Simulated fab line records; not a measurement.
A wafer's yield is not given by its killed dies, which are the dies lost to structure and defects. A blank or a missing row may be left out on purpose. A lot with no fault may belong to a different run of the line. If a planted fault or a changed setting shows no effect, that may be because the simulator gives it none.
A single fault, viewed from 3 desks | flow nand harc | only its own numbers are on each desk; what lay behind them is given at the end

## DESK OF THE TOOL OWNER: pecvd onon-02
The tool's own readings at NHARC_A_ONON_D1_DEP_00 (target thk 1000 nm): means of the sampled wafers that have a number, for each lot that ran on this tool. If a lot's mean is further than 4 standard deviations from the usual mean, the lot is out of limits and carries the mark OUT (the distance appears in the brackets).
Columns: A = n2 flow sccm at NHARC_A_ONON_D1_DEP_00, usual 2750 sccm
lot  | first seen here | A
L906 | day 7 20:53     | 2748
L907 | day 8 03:58     | 2756
L910 | day 8 13:30     | 2759
L911 | day 8 19:00     | 2743
L913 | day 9 04:34     | 2740
L926 | day 12 12:31    | 2755
L928 | day 12 16:12    | 2749
This desk found nothing out of limits on any of the 7 lots.

## THE DEFECT DESK
Inspection counts along the route, by lot: the mean over sampled wafers that carry a number. If a lot's mean is further than 4 standard deviations from the usual mean, the lot is out of limits and carries the mark OUT (the distance appears in the brackets).
Columns: A = raw defect count at NHARC_A_START_INSPECT_01, usual 3.3
lot  | first seen here | A
L906 | day 6 15:32     | 1.7
L908 | day 7 04:05     | 2.0
L907 | day 7 04:34     | 3.3
L910 | day 7 11:56     | 1.7
L911 | day 7 18:16     | 2.7
L913 | day 8 04:59     | 4.3
L919 | day 9 18:40     | 4.7
L920 | day 10 10:46    | 3.3
L923 | day 10 16:10    | 3.0
L925 | day 10 23:31    | 3.3
L926 | day 11 11:56    | 4.3
L927 | day 11 16:57    | 2.7
L928 | day 11 17:44    | 3.3
L929 | day 12 10:18    | 3.3
This desk found nothing out of limits on any of the 14 lots.

## FROM THE METROLOGY DESK
What the gauges read for every lot (on any tool): the sampled wafers with a number, averaged. If a lot's mean is further than 4 standard deviations from the usual mean, the lot is out of limits and carries the mark OUT (the distance appears in the brackets).
Columns: A = thk nm at NHARC_A_ONON_D1_THK_MEAS_02, usual 1000 nm
lot  | first seen here | A
L906 | day 7 21:21     | 998
L907 | day 8 04:21     | 996
L908 | day 8 04:22     | 1005
L910 | day 8 13:53     | 1015
L911 | day 8 19:27     | 551 (-45) OUT
L913 | day 9 05:05     | 545 (-46) OUT
L919 | day 10 19:20    | 999
L920 | day 11 12:01    | 996
L923 | day 11 15:37    | 1013
L925 | day 11 23:03    | 990
L926 | day 12 13:02    | 976
L927 | day 12 16:40    | 997
L928 | day 12 16:42    | 1002
L929 | day 13 09:16    | 993
This desk's verdict: out of limits on L911, L913, starting with L911 at day 8 19:27 (thk nm at NHARC_A_ONON_D1_THK_MEAS_02). In limits: L906, L907, L908, L910, L919, L920, L923, L925, L926, L927, L928, L929.

## PUT TOGETHER
An alarm was possible from the metrology desk at day 8 19:27, on L911, L913.
Nothing out of limits was seen by the tool owner's desk.
The defect desk saw nothing out of limits.
The tool owner's desk has L911, L913 on record, within its limits.
The defect desk has L911, L913 on record, within its limits.
NHARC_A_ONON_D1_DEP_00 was run on pecvd onon-02 by each of the lots named.

## WHAT HAD BEEN PUT IN BY THE SIMULATOR
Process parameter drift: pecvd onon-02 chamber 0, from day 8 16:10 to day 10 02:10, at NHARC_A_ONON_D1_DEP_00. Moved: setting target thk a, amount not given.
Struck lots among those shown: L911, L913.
Hours from the fault's start to each desk's first reading out of limits: the metrology desk, 3.
